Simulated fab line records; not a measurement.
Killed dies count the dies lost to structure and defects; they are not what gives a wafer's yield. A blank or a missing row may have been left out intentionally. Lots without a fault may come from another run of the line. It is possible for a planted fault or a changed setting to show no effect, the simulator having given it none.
Matching of chambers	flow nand-harc	NHARC_P_GATE_DESCUM_61 on rie-diel-13 has 4 sister chambers
The step chemistry O2, time 3 s. 20 wafers are shown with their chamber, then 10 later ones without.

WAFERS, EACH WITH ITS CHAMBER
wafer	chamber	drypump-motor-current-A (A)	showerhead-plenum-p-Torr (Torr)	oes-product-au (a.u.)
L076.1	0	5.6	1.93	0.989
L076.3	2	6.0	1.83	1.009
L076.6	1	5.2	1.96	1.002
L079.1	1	5.2	1.96	0.996
L079.5	2	6.0	1.83	1.002
L079.6	1	5.2	1.96	0.992
L079.2	0	5.6	1.93	1.003
L079.3	3	6.2	2.00	0.986
L079.4	2	6.0	1.83	1.006
L082.1	2	6.0	1.82	0.996
L082.2	1	5.2	1.96	0.990
L082.4	3	6.2	2.00	0.990
L082.3	0	5.6	1.93	0.998
L082.5	2	6.1	1.82	0.989
L082.6	3	6.2	2.00	0.986
L085.3	0	5.6	1.92	0.987
L085.4	1	5.2	1.96	0.991
L085.6	3	6.2	2.00	0.978
L091.3	3	6.2	1.99	1.006
L091.4	1	5.2	1.95	0.986

SIGNATURES, as means of the wafers listed above
reading	chamber 0	chamber 1	chamber 2	chamber 3	scatter within a chamber
drypump-motor-current-A	5.600	5.200	6.020	6.200	0.0224
showerhead-plenum-p-Torr	1.9275	1.9583	1.8260	1.9980	0.00473
oes-product-au	0.99425	0.99283	1.00040	0.98920	0.00794
Rule: for a wafer and a chamber, the distance is found by dividing, reading by reading, the gap between the wafer's reading and the chamber's mean by the reading's scatter, squaring, summing and taking the root. The wafer belongs to the nearest chamber; if the next one is less than 2 further off, it can't be placed. How the scatter is found: for the shown wafers, subtract from each reading the mean of its chamber, square and add these, divide the total by (wafers less chambers), then take the root.

WAFERS WITHOUT THEIR CHAMBER
wafer	drypump-motor-current-A (A)	showerhead-plenum-p-Torr (Torr)	oes-product-au (a.u.)
L091.5	6.0	1.82	1.004
L091.1	6.0	1.82	0.998
L091.2	5.6	1.92	0.995
L091.6	5.2	1.95	0.991
L092.2	6.2	1.99	0.988
L092.3	5.5	1.92	0.992
L092.5	6.2	1.99	0.981
L096.3	6.2	1.99	0.994
L096.5	5.2	1.95	1.006
L096.6	6.0	1.82	1.009

WHICH CHAMBER EACH WENT THROUGH
wafer	from the rows above	in truth
L091.5	2	2
L091.1	2	2
L091.2	0	0
L091.6	1	1
L092.2	3	3
L092.3	0	0
L092.5	3	3
L096.3	3	3
L096.5	1	1
L096.6	2	2
Correctly placed: 10 of 10. Not placeable from these rows: 0. Number placed wrongly: 0.
